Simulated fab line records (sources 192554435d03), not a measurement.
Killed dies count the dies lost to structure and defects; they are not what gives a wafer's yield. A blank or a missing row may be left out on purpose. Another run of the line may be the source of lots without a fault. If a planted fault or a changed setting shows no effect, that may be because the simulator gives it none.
fab line records	flow n5-finfet
record: lots: 6	wafers: 17	last-day: 17
route steps=1938 shown BEOL_M11@1561 PASSIVATION@1936
lots with no fault: from the same line, run without faults
start-h: the number of hours between the record's first day and the start of the first shown wafer of the lot	wait-h: time in hours since the lot's previous step	" repeats the value in the row above	L1.1+2: several wafers, shown together as one row	- no value present, or no start provided	* or withheld: withheld	< > ~ a bound
route shown NAME@n: a module of which the file shows steps, and the number in the route of the first	usual: mean and standard deviation over wafers with no fault	same: alike in all rows	chamber/n: place in a boat	sites: the reading at each site	_std_site: standard deviation of those values	_edge_site: outer sites' mean less inner sites'	radius-mm: how far each site lies from the wafer's centre	mask NAME#n: copy n	behind: the last tool/chamber to shape the wafer	hold: reason for holding the lot/hours on hold/outcome of the hold	device: the transistor (n, p or np) that didn't switch	end of line: tests run on the same wafers once the route is complete	step lacking rows: just its recipe	killed: not the wafer's yield, but the dies lost to structure and defects at the first sort	map: per-die view of a wafer (x killed, . not killed, _ where there is no die)
set.NAME: the setting that was run; set.NAME@STEP: the one run at that earlier step	model.NAME: the simulator's own value behind a step, which no gauge read
lots at some steps of the route; a table a step, a row a wafer
services: a tool's chamber out of use, with start hour (start-h, from the record's first day; less than 0 if before it), hours out, and reason
== steps ==
step: N5_BEOL_M11_COAT_64
recipe: resist: SiARC	temp-c: 220	time-s: 60	spin-rpm: 1500	resist-thk-nm: 30
step: N5_BEOL_M11_COAT_22
recipe: resist: CAR-ArF	spin-rpm: 1500	resist-thk-nm: 90
step: N5_BEOL_M11_EBR_24
recipe: solvent: PGMEA	ebr-width-mm: 1.5
step: N5_BEOL_M11_SOFTBAKE_23
recipe: temp-c: 110	time-s: 60	resist: CAR-ArF
step: N5_BEOL_M11_EXPOSE_25
recipe: mask-id: V10	na: 1.35	source-shape: annular	sigma-inner: 0.5	sigma-outer: 0.8	polarization: unpolarized	dose-mj: 85.5
step: N5_BEOL_M11_PEB_26
recipe: peb-temp-c: withheld	peb-time-s: 60	resist: CAR-ArF
step: N5_BEOL_M11_DEVELOP_27
recipe: develop-time-s: 30	developer: TMAH	resist: CAR-ArF	rinse-liquid: diw	dry: air-spin	dev-temp-c: 23
step: N5_BEOL_M11_CD_MEAS_28
recipe: target-cd-nm: 70	landing-energy-ev: 500	detector: se-inlens	polarity: opening
usual: cd-nm: 70.2/1.2
lot.wafer	tool	chamber	start-h	wait-h	cd-nm
L303.1	cd-sem-02	0	228.79	-	69.3
L303.2	"	0	"	"	70.0
L303.6	"	0	"	"	67.6
L304.3	cd-sem-03	0	232.59	-	69.3
L304.5	"	0	"	"	70.3
L304.6	"	0	"	"	69.4
L312.4	cd-sem-01	0	300.65	-	71.8
L312.5	"	0	"	"	72.5
L314.3	cd-sem-03	0	303.89	-	69.6
L314.4	"	0	"	"	69.2
L314.5	"	0	"	"	70.2
L325.1	cd-sem-02	0	361.92	-	70.5
L325.3	"	0	"	"	71.7
L325.5	"	0	"	"	72.2
L322.1	cd-sem-03	0	365.51	-	70.5
L322.3	"	0	"	"	69.0
L322.4	"	0	"	"	68.9
step: N5_BEOL_M11_OVL_MEAS_29
recipe: points-per-wafer: 44
usual: V10_OVL: -0.5/0.77
lot.wafer	tool	chamber	start-h	wait-h	V10_OVL[nm]
L303.1	overlay-01	0	228.82	0.0	-0.3
L303.2	"	0	"	"	-0.5
L303.6	"	0	"	"	-0.4
L304.3	overlay-02	0	232.62	0.0	-0.6
L304.5	"	0	"	"	-0.5
L304.6	"	0	"	"	-0.9
L312.4	overlay-01	0	300.68	0.0	-0.5
L312.5	"	0	"	"	0.0
L314.3	overlay-01	0	303.91	0.0	-0.5
L314.4	"	0	"	"	-0.8
L314.5	"	0	"	"	-0.4
L325.1	overlay-01	0	361.95	0.0	-0.2
L325.3	"	0	"	"	0.3
L325.5	"	0	"	"	-0.6
L322.1	overlay-02	0	365.54	0.0	0.3
L322.3	"	0	"	"	0.7
L322.4	"	0	"	"	-1.0
step: N5_BEOL_M11_INSPECT_30
recipe: mode: adi	inspect-instrument: brightfield
usual: raw-defect-count: 427/97
lot.wafer	tool	chamber	start-h	wait-h	raw-defect-count
L303.1	defect-inspect-02	-	228.84	0.0	346
L303.2	"	-	"	"	299
L303.6	"	-	"	"	280
L304.3	defect-inspect-02	-	232.64	0.0	468
L304.5	"	-	"	"	349
L304.6	"	-	"	"	303
L312.4	defect-inspect-01	-	300.70	0.0	477
L312.5	"	-	"	"	505
L314.3	defect-inspect-02	-	303.94	0.0	355
L314.4	"	-	"	"	307
L314.5	"	-	"	"	336
L325.1	defect-inspect-01	-	361.98	0.0	388
L325.3	"	-	"	"	412
L325.5	"	-	"	"	338
L322.1	defect-inspect-01	-	365.56	0.0	460
L322.3	"	-	"	"	474
L322.4	"	-	"	"	398
step: N5_BEOL_M11_DESCUM_33
recipe: chemistry: O2	time-s: 7.9	source-power-w: 50	bias-power-w: 20	pressure-mtorr: 20	rf-frequency-hz: 2.712e+07	temp-c: 40	resist: CAR-ArF	o2-flow-sccm: 225
usual: drypump-motor-current-A: 5.6/0.37	oes-product-au: 0.80/0.1	rf-vpp-V: 243.2/1.5	showerhead-plenum-p-Torr: 2.09/0.083	throttle-valve-pct: 20.35/0.2
lot.wafer	tool	chamber	start-h	wait-h	drypump-motor-current-A	oes-product-au	rf-hours-counter-h	rf-vpp-V	showerhead-plenum-p-Torr	throttle-valve-pct
L303.1	rie-diel-05	3	228.87	0.0	5.7	0.70	242	242.7	2.15	20.65
L303.2	"	1	"	"	5.8	0.76	163	244.3	2.16	20.16
L303.6	"	3	"	"	5.7	0.70	-	243.6	2.15	20.65
L304.3	rie-diel-06	0	232.68	0.0	5.2	0.70	195	241.6	1.98	20.48
L304.5	"	3	"	"	5.3	0.98	-	245.2	2.24	20.50
L304.6	"	2	"	"	5.9	0.67	-	242.8	2.06	20.49
L312.4	rie-diel-06	3	300.75	0.0	5.2	0.93	-	244.9	2.23	20.55
L312.5	"	1	"	"	6.0	0.82	-	240.0	2.02	20.05
L314.3	rie-diel-06	1	303.97	0.0	6.0	0.83	94	242.4	2.02	20.03
L314.4	"	1	"	"	6.0	0.82	-	242.7	2.02	20.03
L314.5	"	0	"	"	5.2	0.68	-	240.7	1.97	20.52
L325.1	rie-diel-05	3	362.02	0.0	5.7	0.93	20	243.4	2.14	20.23
L325.3	"	1	"	"	5.8	0.72	210	244.1	2.15	20.23
L325.5	"	1	"	"	5.7	0.72	-	244.8	2.15	20.23
L322.1	rie-diel-02	1	365.60	0.0	5.4	0.68	240	243.4	2.14	20.78
L322.3	"	2	"	"	6.1	0.88	50	244.7	2.12	20.27
L322.4	"	3	"	"	5.5	0.78	120	242.2	2.10	20.36
step: N5_BEOL_M11_ETCH_65
recipe: chemistry: CF4	target: SiARC	target-depth-a: 390	mask-material: CAR-ArF	time-s: 65	ion-energy-ev: 80	pressure-mtorr: 40	source-w: 545	bias-w: 36	Ar_flow_sccm: 100	cf4-flow-sccm: 100	ends: cleared
usual: drypump-motor-current-A: 5.6/0.37	etch-rf-on-time-s: 64.2/1.2	oes-product-au: 0.69/0.084	rf-vpp-V: 184.1/1.2	showerhead-plenum-p-Torr: 2.15/0.076	throttle-valve-pct: 15.59/0.2
lot.wafer	tool	chamber	start-h	wait-h	drypump-motor-current-A	etch-rf-on-time-s	oes-product-au	rf-hours-counter-h	rf-vpp-V	showerhead-plenum-p-Torr	throttle-valve-pct
L303.1	rie-diel-05	3	228.91	0.0	5.7	63.7	0.60	242	184.7	2.20	15.84
L303.2	"	1	"	"	5.8	64.2	0.66	163	185.4	2.21	15.40
L303.6	"	3	"	"	5.7	64.3	0.60	-	183.3	2.20	15.83
L304.3	rie-diel-06	0	232.71	0.0	5.2	66.3	0.60	195	181.3	2.04	15.80
L304.5	"	3	"	"	5.3	65.7	0.84	-	185.8	2.29	15.66
L304.6	"	2	"	"	5.9	66.7	0.59	-	183.5	2.12	15.81
L312.4	rie-diel-06	3	300.79	0.0	5.2	64.6	0.80	-	186.1	2.28	15.68
L312.5	"	1	"	"	6.0	63.1	0.72	-	185.3	2.08	15.33
L314.3	rie-diel-06	1	304.01	0.0	6.0	63.0	0.72	94	184.6	2.08	15.31
L314.4	"	1	"	"	6.0	62.9	0.72	-	182.8	2.08	15.31
L314.5	"	0	"	"	5.1	66.2	0.59	-	184.8	2.03	15.84
L325.1	rie-diel-05	3	362.06	0.0	5.7	62.7	0.80	20	184.5	2.18	15.37
L325.3	"	1	"	"	5.8	64.3	0.62	210	186.8	2.20	15.49
L325.5	"	1	"	"	5.8	63.8	0.62	-	185.4	2.20	15.50
L322.1	rie-diel-02	1	365.63	0.0	5.4	65.8	0.59	240	185.9	2.19	16.01
L322.3	"	2	"	"	6.1	65.2	0.75	50	185.3	2.18	15.49
L322.4	"	3	"	"	5.6	65.2	0.66	120	183.9	2.15	15.60
step: N5_BEOL_M11_ETCH_66
recipe: chemistry: N2/H2	target: SOC	target-depth-a: 1200	overetch-a: 240	mask-material: SiARC	temp-c: 40	time-s: 180	ion-energy-ev: 200	pressure-mtorr: 30	source-w: 840	bias-w: 150	n2-flow-sccm: 200	h2-flow-sccm: 200
usual: drypump-motor-current-A: 5.7/0.37	oes-product-au: 0.65/0.075	rf-vpp-V: 523.9/2.8	run-length-s: 203.5/0.3	showerhead-plenum-p-Torr: 2.54/0.1	throttle-valve-pct: 17.72/0.24
lot.wafer	tool	chamber	start-h	wait-h	drypump-motor-current-A	oes-product-au	rf-hours-counter-h	rf-vpp-V	run-length-s	showerhead-plenum-p-Torr	throttle-valve-pct	model.SiARC_of_BEOL_M11_COAT_64.thk-nm
L303.1	rie-diel-05	3	228.96	0.0	5.7	0.57	242	526.1	203.5	2.59	17.90	22.8
L303.2	"	1	"	"	5.8	0.62	163	524.8	203.4	2.65	17.71	22.6
L303.6	"	3	"	"	5.8	0.57	-	525.1	203.6	2.59	17.89	22.8
L304.3	rie-diel-06	0	232.76	0.0	5.1	0.58	195	520.1	203.5	2.41	17.96	23
L304.5	"	3	"	"	5.2	0.80	-	527.9	203.7	2.72	17.82	22.6
L304.6	"	2	"	"	5.9	0.56	-	523.3	203.7	2.51	17.91	23
L312.4	rie-diel-06	3	300.87	0.1	5.3	0.94	-	526.4	165.0	2.71	17.88	24
L312.5	"	1	"	"	6.0	0.85	-	523.3	165.0	2.44	17.27	24
L314.3	rie-diel-06	1	304.06	0.0	6.0	0.66	94	521.7	203.4	2.44	17.26	22.4
L314.4	"	1	"	"	6.1	0.84	-	522.0	165.0	2.44	17.30	24.2
L314.5	"	0	"	"	5.2	0.69	-	520.9	165.0	2.41	18.02	24.6
L325.1	rie-diel-05	3	362.11	0.0	5.7	0.74	20	525.8	203.7	2.57	17.45	22.6
L325.3	"	1	"	"	5.8	0.58	210	526.3	203.6	2.63	17.80	22.8
L325.5	"	1	"	"	5.8	0.58	-	527.6	203.3	2.63	17.79	22.6
L322.1	rie-diel-02	1	365.68	0.0	5.4	0.57	240	525.1	204.0	2.61	18.30	23
L322.3	"	2	"	"	6.2	0.72	50	525.9	203.8	2.58	17.63	22.6
L322.4	"	3	"	"	5.6	0.63	120	523.7	203.1	2.54	17.74	22.8
step: N5_BEOL_M11_STRIP_69
recipe: chemistry: N2/H2	temp-c: 40	n2-flow-sccm: 200	h2-flow-sccm: 200	rf-frequency-hz: 6e+07
step: N5_PASSIVATION_PROBE_49
usual: defect-limited-yield: 91.7/1.2	killed_at_M0_to_M3: 33/9.5	killed_at_M4_up: 13/4.9	killed-at-contacts: 13/6.6	killed-at-front-end: 36/11	killed-at-other: 3.0/2.6	killed-dies: 97/14	killed-open: 65/11	killed-short: 31/6.6	sort_bin_5_function: 4.8/0.82	sort_bin_6_memory: 3.1/0.58	sort-n-pass: 1083/14	sort-yield-pct: 91.7/1.2
same: gross-dies: 1180	killed-at-back-side: 0	sort_bin_4_leakage[%]: 0	sort_bin_8_speed[%]: 0
lot.wafer	tool	chamber	start-h	wait-h	defect-limited-yield[%]	killed_at_M0_to_M3	killed_at_M4_up	killed-at-contacts	killed-at-front-end	killed-at-other	killed-dies	killed-open	killed-short	sort_bin_5_function[%]	sort_bin_6_memory[%]	sort-n-pass	sort-yield-pct[%]
L303.1	prober-02	-	278.57	0.0	90.7	42	11	4	46	7	110	78	31	5.8	3.1	1070	90.7
L303.2	prober-02	-	278.62	0.1	90.6	31	24	16	33	7	111	78	29	5.8	3.3	1069	90.6
L303.6	prober-02	-	278.82	0.3	91.0	37	18	12	36	3	106	75	29	5.3	3.6	1074	91.0
L325.1	prober-02	-	414.33	0.0	91.2	32	12	16	40	4	104	71	33	5.8	2.8	1076	91.2
L325.3	prober-02	-	414.43	0.1	91.6	35	14	5	44	1	99	66	32	5.2	3.2	1081	91.6
L325.5	prober-02	-	414.53	0.2	90.7	39	8	18	44	1	110	79	30	6.0	2.9	1070	90.7
killed by level:class
L303.1 BEOL_M3:geometric-particle:open=20 FIN_SAQP:geometric-particle:short=12 FIN_SAQP:geometric-particle:open=11 STI_FIN_REVEAL:geometric-particle:open=9 BEOL_M0_SAQP:geometric-particle:open=5 BEOL_M1:geometric-particle:open=5 BEOL_M2:geometric-particle:open=5 MOL_CONTACT_COAG:geometric-particle:open=4
L303.2 MOL_CONTACT_COAG:geometric-particle:open=15 FIN_SAQP:geometric-particle:open=9 FIN_SAQP:geometric-particle:short=9 BEOL_M4:geometric-particle:open=9 BEOL_M0_SAQP:geometric-particle:open=7 BEOL_M2:geometric-particle:open=6 BEOL_M3:geometric-particle:open=6 STI_FIN_REVEAL:geometric-particle:open=5
L303.6 MOL_CONTACT_COAG:geometric-particle:open=10 BEOL_M4:geometric-particle:open=8 FIN_SAQP:geometric-particle:open=7 GATE_CUT:geometric-particle:open=7 BEOL_M3:geometric-particle:open=7 STI_FIN_REVEAL:geometric-particle:open=6 BEOL_M0_SAQP:geometric-particle:short=6 BEOL_M0_SAQP:geometric-particle:open=6
L325.1 MOL_CONTACT_COAG:geometric-particle:open=13 STI_FIN_REVEAL:geometric-particle:open=10 FIN_SAQP:geometric-particle:short=8 BEOL_M1:geometric-particle:open=7 BEOL_M4:geometric-particle:open=7 BEOL_M0_SAQP:geometric-particle:short=5 BEOL_M2:geometric-particle:open=5 STARTING-WAFER:geometric-particle:open=5
L325.3 STI_FIN_REVEAL:geometric-particle:open=10 DUMMY_GATE:geometric-particle:open=10 BEOL_M2:geometric-particle:open=7 BEOL_M4:geometric-particle:open=7 STARTING-WAFER:geometric-particle:short=6 BEOL_M1:geometric-particle:open=6 FIN_SAQP:geometric-particle:open=5 BEOL_M0:geometric-particle:open=5
L325.5 MOL_CONTACT_COAG:geometric-particle:open=17 BEOL_M2:geometric-particle:open=16 DUMMY_GATE:geometric-particle:open=11 STI_FIN_REVEAL:geometric-particle:open=7 BEOL_M0_SAQP:geometric-particle:short=7 FIN_SAQP:geometric-particle:short=5 BEOL_M1:geometric-particle:open=5 BEOL_M3:geometric-particle:open=5
== services ==
tool	chamber	start-h	hours	kind
rie-diel-06	3	224.10	7.6	repair
rie-diel-06	-	243.11	0.3	repair
rie-diel-05	0	245.49	-	clean
rie-diel-05	0	245.49	-	consumable-replace:focus-ring
rie-diel-05	0	245.49	29.2	scheduled-down
rie-diel-05	0	245.49	29.2	vent-cycle
rie-diel-05	3	275.11	-	clean
rie-diel-05	3	275.11	-	consumable-replace:focus-ring
rie-diel-05	3	275.11	23.4	scheduled-down
rie-diel-05	3	275.11	23.4	vent-cycle
rie-diel-06	2	292.53	-	clean
rie-diel-06	2	292.53	-	consumable-replace:esc
rie-diel-06	2	292.53	-	consumable-replace:focus-ring
rie-diel-06	2	292.53	28.4	scheduled-down
rie-diel-06	2	292.53	28.4	vent-cycle
rie-diel-05	-	302.74	0.3	repair
rie-diel-06	0	364.88	7.3	repair
== key ==
first-sign: step: N5_BEOL_M11_ETCH_66	reading: run-length-s	direction: down	sigmas: 99+	usual: *	struck: *
effect: step: N5_BEOL_M11_ETCH_66	reading: oes-product-au	direction: up	sigmas: 2.4	usual: 0.65	struck: 0.83	wafers-moved: 3
model-effect: step: N5_BEOL_M11_ETCH_66	value: SiARC_of_BEOL_M11_COAT_64.thk-nm	without: 22.55	struck: 24.2
met-at N5_BEOL_M11_ETCH_66
struck-wafers L312.4,L312.5,L314.4,L314.5
onset-between 232.76 300.87
fault: kind: process-parameter-drift	tool: rie-diel-06	chamber: -	onset-h: 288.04	steps: N5_BEOL_M11_ETCH_66	channel: time-s	offset: *	shape: step	end-h: 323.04	scope: struck-wafers-only	acts-in: *	stated: *
